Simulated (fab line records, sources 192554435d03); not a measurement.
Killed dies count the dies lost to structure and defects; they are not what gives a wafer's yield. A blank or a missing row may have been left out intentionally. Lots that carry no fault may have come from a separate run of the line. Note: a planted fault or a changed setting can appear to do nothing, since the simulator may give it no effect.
fab line records ; flow n5_finfet
record lots=9; wafers=27; last_day=17
route steps=1938 shown DUMMY_GATE@234 SD_EPI_N@262 BEOL_M4@1111
lots that met no fault: from a run of the same line without faults
start_h: start of the lot's first displayed wafer, in hours after the record's first day ; wait_h: hours from the lot's prior step to this one ; " as in the row above ; L1.1+2: a row that stands for several wafers ; - no value, or no start given ; * or withheld: withheld ; < > ~ a bound
route shown NAME@n: names a module that has steps shown in the file, with the first one's number in the route ; usual: mean/standard deviation of fault-free wafers ; same: alike in all rows ; chamber/n: place in a boat ; sites: per-site readings ; _std_site: the values' standard deviation ; _edge_site: the outer-site mean with the inner-site mean subtracted ; radius_mm: for every site, how far away it sits from the centre of the wafer ; mask NAME#n: copy n ; behind: tool/chamber where the wafer was last shaped ; hold: reason for holding the lot/hours on hold/outcome of the hold ; device: the n, p or np transistor that did not switch ; end of line: the route-end tests of the same wafers ; where a step has no rows: the recipe by itself ; killed: the dies lost at the first sort to structure and to defects; this is not the yield of the wafer ; map: a wafer's dies, marking killed ones x, the rest . and places with no die _
set.NAME: the setting that was run; set.NAME@STEP: the one run at that earlier step ; model.NAME: the simulator's own value behind a step, which no gauge read
the route's steps for a sample of lots (tables are steps, rows are wafers)
services: from which hour (start_h, from the record's first day; less than 0 if before it) a tool's chamber was out of use, for how many hours, and why
## steps
# step N5_DUMMY_GATE_DESCUM_20
# recipe chemistry=O2; time_s=6.2; source_power_w=50; bias_power_w=20; pressure_mtorr=20; rf_frequency_hz=2.712e+07; temp_c=40; resist=CAR-EUV; o2_flow_sccm=225
# usual bias_power_w=20.00/0.056; drypump_motor_current_A=5.8/0.33; oes_product_au=0.77/0.085; rf_vpp_V=243.3/1.2; showerhead_plenum_p_Torr=2.11/0.053; throttle_valve_pct=20.48/0.27
lot.wafer;tool;chamber;start_h;wait_h;bias_power_w;drypump_motor_current_A;oes_product_au;rf_hours_counter_h;rf_vpp_V;showerhead_plenum_p_Torr;throttle_valve_pct
L381.1;rie_diel-06;0;52.98;0.0;19.98;5.8;0.73;188;242.7;2.18;20.45
L381.2;rie_diel-06;2;52.98;0.0;20.06;5.2;0.89;38;242.8;2.13;20.57
L381.3;rie_diel-06;3;52.98;0.0;19.99;5.8;0.68;234;244.5;2.15;20.31
L382.3;rie_diel-06;0;57.55;0.0;19.98;5.7;0.72;189;244.9;2.18;20.44
L382.4;rie_diel-06;1;57.55;0.0;19.98;5.9;0.73;190;243.2;2.08;20.92
L382.6;rie_diel-06;1;57.55;0.0;20.03;5.9;0.72;-;242.1;2.08;20.92
L384.4;rie_diel-04;3;71.31;0.0;19.97;5.4;0.82;83;244.3;2.12;20.33
L384.5;rie_diel-04;1;71.31;0.0;20.04;5.5;0.72;-;245.3;2.17;20.43
L384.6;rie_diel-04;2;71.31;0.0;20.05;5.6;0.85;-;241.8;2.03;20.31
L386.1;rie_diel-06;1;85.95;0.7;20.03;5.9;0.72;197;242.8;2.08;20.92
L386.4;rie_diel-06;3;85.95;0.7;20.03;5.8;0.66;242;243.6;2.15;20.33
L386.5;rie_diel-06;2;85.95;0.7;19.98;5.2;0.86;-;244.2;2.13;20.58
L388.1;rie_diel-06;2;95.37;0.0;20.13;5.2;0.86;51;242.9;2.12;20.59
L388.3;rie_diel-06;0;95.37;0.0;20.03;5.7;0.71;199;244.4;2.17;20.49
L388.5;rie_diel-06;0;95.37;0.0;20.07;5.7;0.71;-;243.8;2.17;20.48
L392.3;rie_diel-06;3;124.80;0.2;20.04;5.8;0.66;254;243.5;2.14;20.35
L392.4;rie_diel-06;2;124.80;0.2;20.02;5.2;0.84;-;245.2;2.12;20.61
L392.5;rie_diel-06;0;124.80;0.2;19.97;5.7;0.69;-;244.4;2.17;20.49
L397.1;rie_diel-04;3;148.02;0.3;20.05;5.4;0.80;105;244.5;2.11;20.38
L397.4;rie_diel-04;2;148.02;0.3;20.10;5.6;0.82;90;242.6;2.02;20.38
L397.6;rie_diel-04;3;148.02;0.3;20.07;5.5;0.79;-;243.8;2.11;20.37
L398.3;rie_diel-03;3;155.15;0.0;19.93;6.3;0.77;149;244.7;2.18;20.35
L398.4;rie_diel-03;1;155.15;0.0;19.81;6.1;0.76;159;245.6;2.18;20.82
L398.6;rie_diel-03;1;155.15;0.0;19.93;6.1;0.75;-;245.8;2.18;20.82
L401.2;rie_diel-04;3;172.56;0.0;19.95;5.5;0.79;113;243.2;2.10;20.39
L401.5;rie_diel-04;2;172.56;0.0;19.95;5.6;0.81;-;242.8;2.02;20.38
L401.6;rie_diel-04;3;172.56;0.0;20.02;5.4;0.78;-;243.8;2.10;20.37
# step N5_DUMMY_GATE_STRIP_40
# recipe chemistry=CF4; resist=SiARC; power_w=300; bias_power_w=75; pressure_mtorr=50; cf4_flow_sccm=150; rf_frequency_hz=6e+07
# usual bias_power_w=74.96/0.21; drypump_motor_current_A=5.8/0.33; oes_product_au=0.76/0.081; rf_vpp_V=271.6/1.3; showerhead_plenum_p_Torr=1.81/0.043; throttle_valve_pct=13.65/0.3
lot.wafer;tool;chamber;start_h;wait_h;bias_power_w;drypump_motor_current_A;oes_product_au;rf_hours_counter_h;rf_vpp_V;showerhead_plenum_p_Torr;throttle_valve_pct
L381.1;rie_diel-06;2;53.34;0.1;74.85;5.2;0.86;38;272.7;1.84;13.68
L381.2;rie_diel-06;3;53.34;0.1;74.83;5.8;0.67;234;273.2;1.85;13.60
L381.3;rie_diel-06;0;53.34;0.1;74.96;5.8;0.72;188;273.9;1.85;13.61
L382.3;rie_diel-04;1;57.88;0.1;75.09;5.5;0.71;180;272.6;1.86;13.61
L382.4;rie_diel-04;3;57.88;0.1;75.09;5.4;0.82;80;273.6;1.82;13.46
L382.6;rie_diel-04;2;57.88;0.1;74.98;5.6;0.85;-;269.4;1.75;13.41
L384.4;rie_diel-06;3;71.67;0.1;75.01;5.8;0.67;238;271.5;1.84;13.61
L384.5;rie_diel-06;3;71.67;0.1;75.01;5.8;0.67;-;273.3;1.84;13.63
L384.6;rie_diel-06;0;71.67;0.1;74.91;5.8;0.71;-;273.1;1.85;13.64
L386.1;rie_diel-03;3;86.28;0.1;75.38;6.4;0.77;128;272.6;1.88;13.51
L386.4;rie_diel-03;2;86.28;0.1;74.99;6.3;0.69;246;270.7;1.77;13.77
L386.5;rie_diel-03;2;86.28;0.1;74.94;6.3;0.68;-;270.9;1.77;13.77
L388.1;rie_diel-06;3;95.69;0.1;74.86;5.8;0.66;246;271.4;1.84;13.67
L388.3;rie_diel-06;0;95.69;0.1;74.99;5.7;0.71;199;271.5;1.85;13.64
L388.5;rie_diel-06;2;95.69;0.1;75.29;5.2;0.84;-;272.1;1.83;13.70
L392.3;rie_diel-04;1;125.13;0.1;75.29;5.6;0.69;201;271.7;1.85;13.68
L392.4;rie_diel-04;0;125.13;0.1;75.06;6.3;0.67;236;270.9;1.77;14.13
L392.5;rie_diel-04;0;125.13;0.1;74.61;6.3;0.67;-;270.0;1.77;14.09
L397.1;rie_diel-06;1;148.57;0.3;74.77;5.8;0.71;208;270.4;1.77;14.04
L397.4;rie_diel-06;0;148.57;0.3;74.97;5.7;0.69;-;272.8;1.84;13.69
L397.6;rie_diel-06;1;148.57;0.3;74.86;5.9;0.70;-;270.6;1.77;14.06
L398.3;rie_diel-06;2;155.50;0.1;75.09;5.2;0.82;71;270.9;1.83;13.76
L398.4;rie_diel-06;0;155.50;0.1;75.08;5.7;0.69;-;271.5;1.84;13.68
L398.6;rie_diel-06;2;155.50;0.1;75.14;5.2;0.82;-;270.3;1.83;13.76
L401.2;rie_diel-06;0;172.88;0.1;74.77;5.7;0.68;227;272.0;1.84;13.71
L401.5;rie_diel-06;3;172.88;0.1;74.95;5.8;0.91;-;272.8;1.84;13.11
L401.6;rie_diel-06;0;172.88;0.1;75.04;5.7;0.70;-;274.8;1.84;13.68
# step N5_DUMMY_GATE_STRIP_41
# recipe chemistry=O2; power_w=400; temp_c=40; pressure_mtorr=30; rf_frequency_hz=6e+07; bias_power_w=0; overash_fraction=0.3; o2_flow_sccm=225
# usual drypump_motor_current_A=5.9/0.35; oes_product_au=0.79/0.095; rf_vpp_V=3.7/0.47; showerhead_plenum_p_Torr=2.12/0.059; throttle_valve_pct=16.7/0.33
# same bias_power_w=0
lot.wafer;tool;chamber;start_h;wait_h;drypump_motor_current_A;oes_product_au;rf_hours_counter_h;rf_vpp_V;showerhead_plenum_p_Torr;throttle_valve_pct
L381.1;rie_diel-03;3;53.51;0.0;6.3;0.79;120;4.2;2.20;16.6
L381.2;rie_diel-03;0;53.51;0.0;5.6;0.97;8;3.0;2.05;16.0
L381.3;rie_diel-03;1;53.51;0.0;6.1;0.77;129;4.0;2.19;17.0
L382.3;rie_diel-03;2;58.02;0.0;6.3;0.69;238;3.1;2.07;16.8
L382.4;rie_diel-03;3;58.02;0.0;6.3;0.79;122;3.5;2.20;16.6
L382.6;rie_diel-03;1;58.02;0.0;6.1;0.77;-;3.5;2.19;17.0
L384.4;rie_diel-03;1;71.93;0.0;6.1;0.77;134;3.8;2.19;17.0
L384.5;rie_diel-03;0;71.93;0.0;5.6;0.96;-;4.5;2.05;16.0
L384.6;rie_diel-03;3;71.93;0.0;6.3;0.78;-;3.3;2.20;16.5
L386.1;rie_diel-03;0;86.42;0.0;5.6;0.94;18;3.9;2.05;16.0
L386.4;rie_diel-03;3;86.42;0.0;6.3;0.78;128;3.7;2.20;16.6
L386.5;rie_diel-03;3;86.42;0.0;6.3;0.79;-;3.9;2.19;16.6
L388.1;rie_diel-04;1;95.84;0.0;5.6;0.70;191;4.4;2.17;16.7
L388.3;rie_diel-04;3;95.84;0.0;5.4;0.81;91;4.1;2.12;16.6
L388.5;rie_diel-04;0;95.84;0.0;6.3;0.68;-;4.2;2.07;17.1
L392.3;rie_diel-06;2;125.27;0.0;5.2;0.85;61;4.0;2.13;16.8
L392.4;rie_diel-06;3;125.27;0.0;5.8;0.66;-;2.9;2.15;16.7
L392.5;rie_diel-06;0;125.27;0.0;5.7;0.70;-;4.3;2.17;16.8
L397.1;rie_diel-04;3;148.76;0.0;5.5;0.80;106;3.8;2.11;16.6
L397.4;rie_diel-04;0;148.76;0.0;6.3;0.67;243;3.3;2.06;17.1
L397.6;rie_diel-04;2;148.76;0.0;5.6;0.83;-;4.0;2.03;16.6
L398.3;rie_diel-03;1;155.70;0.0;6.1;0.75;160;3.4;2.18;17.0
L398.4;rie_diel-03;0;155.70;0.0;5.7;0.91;41;3.0;2.04;16.1
L398.6;rie_diel-03;0;155.70;0.0;5.7;0.90;-;2.6;2.04;16.1
L401.2;rie_diel-03;1;173.03;0.0;6.1;0.75;166;3.0;2.18;17.0
L401.5;rie_diel-03;2;173.03;0.0;6.3;0.93;-;3.5;2.06;16.4
L401.6;rie_diel-03;3;173.03;0.0;6.3;0.76;-;4.7;2.19;16.6
# step N5_SD_EPI_N_COAT_32
# recipe resist=SOC; temp_c=250; time_s=60; spin_rpm=1500; resist_thk_nm=350
# usual chill_plate_temp_C=23.01/0.12; heater_power_total_W=500.4/1.8; run_length_s=66.24/0.15
lot.wafer;tool;chamber;start_h;wait_h;chill_plate_temp_C;heater_power_total_W;run_length_s
L381.1;litho_track-03;0;54.84;0.0;22.91;501.4;66.33
L381.2;litho_track-03;0;54.84;0.0;22.93;500.1;66.39
L381.3;litho_track-03;0;54.84;0.0;22.95;499.9;66.31
L382.3;litho_track-05;0;59.34;0.0;22.88;501.6;66.31
L382.4;litho_track-05;0;59.34;0.0;23.03;497.8;66.43
L382.6;litho_track-05;0;59.34;0.0;23.04;499.8;66.41
L384.4;litho_track-05;0;73.33;0.0;23.00;503.0;66.26
L384.5;litho_track-05;0;73.33;0.0;23.11;502.8;66.35
L384.6;litho_track-05;0;73.33;0.0;23.18;503.3;66.23
L386.1;litho_track-01;0;88.14;0.0;22.93;498.6;66.15
L386.4;litho_track-01;0;88.14;0.0;23.06;499.6;65.98
L386.5;litho_track-01;0;88.14;0.0;23.04;502.1;66.15
L388.1;litho_track-01;0;97.23;0.0;22.86;498.7;66.24
L388.3;litho_track-01;0;97.23;0.0;22.93;500.2;66.37
L388.5;litho_track-01;0;97.23;0.0;23.00;497.4;66.08
L392.3;litho_track-05;0;126.59;0.0;22.99;502.4;66.24
L392.4;litho_track-05;0;126.59;0.0;22.92;594.9;51.42
L392.5;litho_track-05;0;126.59;0.0;22.97;593.8;51.40
L397.1;litho_track-03;0;150.47;0.0;22.97;498.7;66.42
L397.4;litho_track-03;0;150.47;0.0;22.82;499.2;66.23
L397.6;litho_track-03;0;150.47;0.0;22.88;501.8;66.29
L398.3;litho_track-03;0;157.06;0.0;23.18;498.3;66.18
L398.4;litho_track-03;0;157.06;0.0;23.04;499.0;66.22
L398.6;litho_track-03;0;157.06;0.0;23.23;503.2;66.22
L401.2;litho_track-01;0;174.34;0.0;22.86;497.4;66.18
L401.5;litho_track-01;0;174.34;0.0;23.02;502.7;66.26
L401.6;litho_track-01;0;174.34;0.0;22.87;498.3;66.01
# step N5_BEOL_M4_RC_MEAS_101
# usual DIBL_N=36.5/1.4; DIBL_P=36.5/1.6; IOFF_N=0.163/0.022; IOFF_P=0.219/0.029; ION_N=675/8.3; ION_P=464/6.2; SS_N=71.5/0.52; SS_P=73.4/0.57; VT_N=249.7/2.6; VT_P=-250/3
lot.wafer;tool;chamber;start_h;wait_h;DIBL_N[mV/V];DIBL_P[mV/V];IOFF_N[nA/um];IOFF_P[nA/um];ION_N[uA/um];ION_P[uA/um];SS_N[mV/dec];SS_P[mV/dec];VT_N[mV];VT_P[mV]
L381.1;prober-01;0;171.17;0.0;38.3;37.0;0.170;0.252;673;472;71.9;73.3;252.2;-249
L381.2;prober-01;0;171.17;0.0;36.7;34.9;0.139;0.215;661;462;71.2;73.9;254.3;-248
L381.3;prober-01;0;171.17;0.0;36.8;34.5;0.136;0.199;669;468;70.9;73.2;253.8;-249
L382.3;prober-01;0;183.48;0.3;37.4;38.1;0.189;0.216;673;455;72.7;73.7;247.7;-251
L382.4;prober-01;0;183.48;0.3;34.2;34.8;0.134;0.174;666;453;71.4;73.3;251.4;-255
L382.6;prober-01;0;183.48;0.3;36.5;38.0;0.174;0.213;676;461;72.3;73.4;250.6;-251
L386.1;prober-02;0;208.24;0.0;33.4;33.0;0.120;0.162;675;459;71.2;72.3;252.0;-251
L386.4;prober-02;0;208.24;0.0;35.9;36.4;0.169;0.212;688;473;72.3;73.6;247.8;-249
L386.5;prober-02;0;208.24;0.0;33.5;33.4;0.123;0.164;666;457;71.3;72.5;251.7;-254
L384.4;prober-02;0;211.63;0.5;38.0;38.5;0.187;0.234;682;462;72.1;74.0;247.6;-249
L384.5;prober-02;0;211.63;0.5;37.2;37.4;0.190;0.208;691;466;72.5;72.4;245.4;-251
L384.6;prober-02;0;211.63;0.5;37.7;38.7;0.194;0.236;687;461;72.0;73.9;246.8;-251
L388.1;prober-01;0;214.70;0.0;33.8;32.7;0.120;0.196;666;468;71.6;72.4;251.9;-247
L388.3;prober-01;0;214.70;0.0;36.2;35.5;0.155;0.244;671;464;71.3;73.1;249.2;-247
L388.5;prober-01;0;214.70;0.0;35.3;34.8;0.140;0.230;676;472;71.5;72.8;250.8;-248
L392.3;prober-02;0;248.31;0.3;35.3;34.8;0.152;0.225;682;475;71.4;72.7;248.2;-247
L392.4;prober-02;0;248.31;0.3;36.1;35.7;0.169;0.241;677;469;71.4;73.3;247.0;-247
L392.5;prober-02;0;248.31;0.3;35.1;34.3;0.143;0.211;679;467;71.5;72.6;249.3;-250
L397.1;prober-02;0;271.91;0.0;37.0;38.0;0.185;0.256;686;470;71.1;73.8;248.4;-249
L397.4;prober-02;0;271.91;0.0;37.5;37.7;0.187;0.247;677;460;72.3;73.7;250.2;-247
L397.6;prober-02;0;271.91;0.0;37.3;37.9;0.180;0.249;680;467;71.8;73.4;248.8;-246
L398.3;prober-01;0;283.00;0.3;37.9;38.8;0.177;0.227;684;464;71.6;73.8;247.7;-250
L398.4;prober-01;0;283.00;0.3;38.4;39.5;0.187;0.243;682;465;71.8;74.3;247.3;-249
L398.6;prober-01;0;283.00;0.3;39.1;39.8;0.197;0.247;685;468;71.8;74.1;247.4;-246
L401.2;prober-01;0;298.36;0.2;35.9;37.2;0.158;0.203;675;467;71.4;73.2;251.6;-253
L401.5;prober-01;0;298.36;0.2;34.6;35.2;0.136;0.166;668;458;70.9;73.3;251.9;-258
L401.6;prober-01;0;298.36;0.2;36.0;37.6;0.166;0.203;682;463;71.8;73.5;249.8;-252
## services
tool;chamber;start_h;hours;kind
litho_track-05;-;36.57;-;consumable_replace:filter
litho_track-03;-;49.93;-;consumable_replace:filter
rie_diel-03;2;103.59;-;clean
rie_diel-03;2;103.59;-;consumable_replace:focus_ring
rie_diel-03;2;103.59;19.6;scheduled_down
rie_diel-03;2;103.59;19.6;vent_cycle
rie_diel-06;1;114.71;23.0;repair
rie_diel-06;3;114.84;4.0;repair
rie_diel-06;3;138.00;-;clean
rie_diel-06;3;138.00;-;consumable_replace:focus_ring
rie_diel-06;3;138.00;20.4;scheduled_down
rie_diel-06;3;138.00;20.4;vent_cycle
rie_diel-04;1;139.91;2.5;repair
rie_diel-03;1;140.98;6.8;repair
rie_diel-04;-;163.06;1.1;repair
rie_diel-04;0;170.61;-;clean
rie_diel-04;0;170.61;-;consumable_replace:focus_ring
rie_diel-04;0;170.61;19.5;scheduled_down
rie_diel-04;0;170.61;19.5;vent_cycle
## key
first_sign step=N5_SD_EPI_N_COAT_32; reading=run_length_s; direction=down; sigmas=98; usual=*; struck=*
effect step=N5_SD_EPI_N_COAT_32; reading=heater_power_total_W; direction=up; sigmas=51; usual=*; struck=*
met_at N5_SD_EPI_N_COAT_32
struck_lots L392
struck_wafers L392.4,L392.5
not_acting_at N5_DUMMY_GATE_DESCUM_20,N5_DUMMY_GATE_STRIP_40,N5_DUMMY_GATE_STRIP_41
onset_between 73.33 126.59
fault kind=process_parameter_drift; tool=litho_track-05; chamber=-; onset_h=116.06; steps=N5_SD_EPI_N_COAT_32; channel=time_s; offset=*; shape=step; end_h=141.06; scope=struck_wafers_only; acts_in=*; stated=*
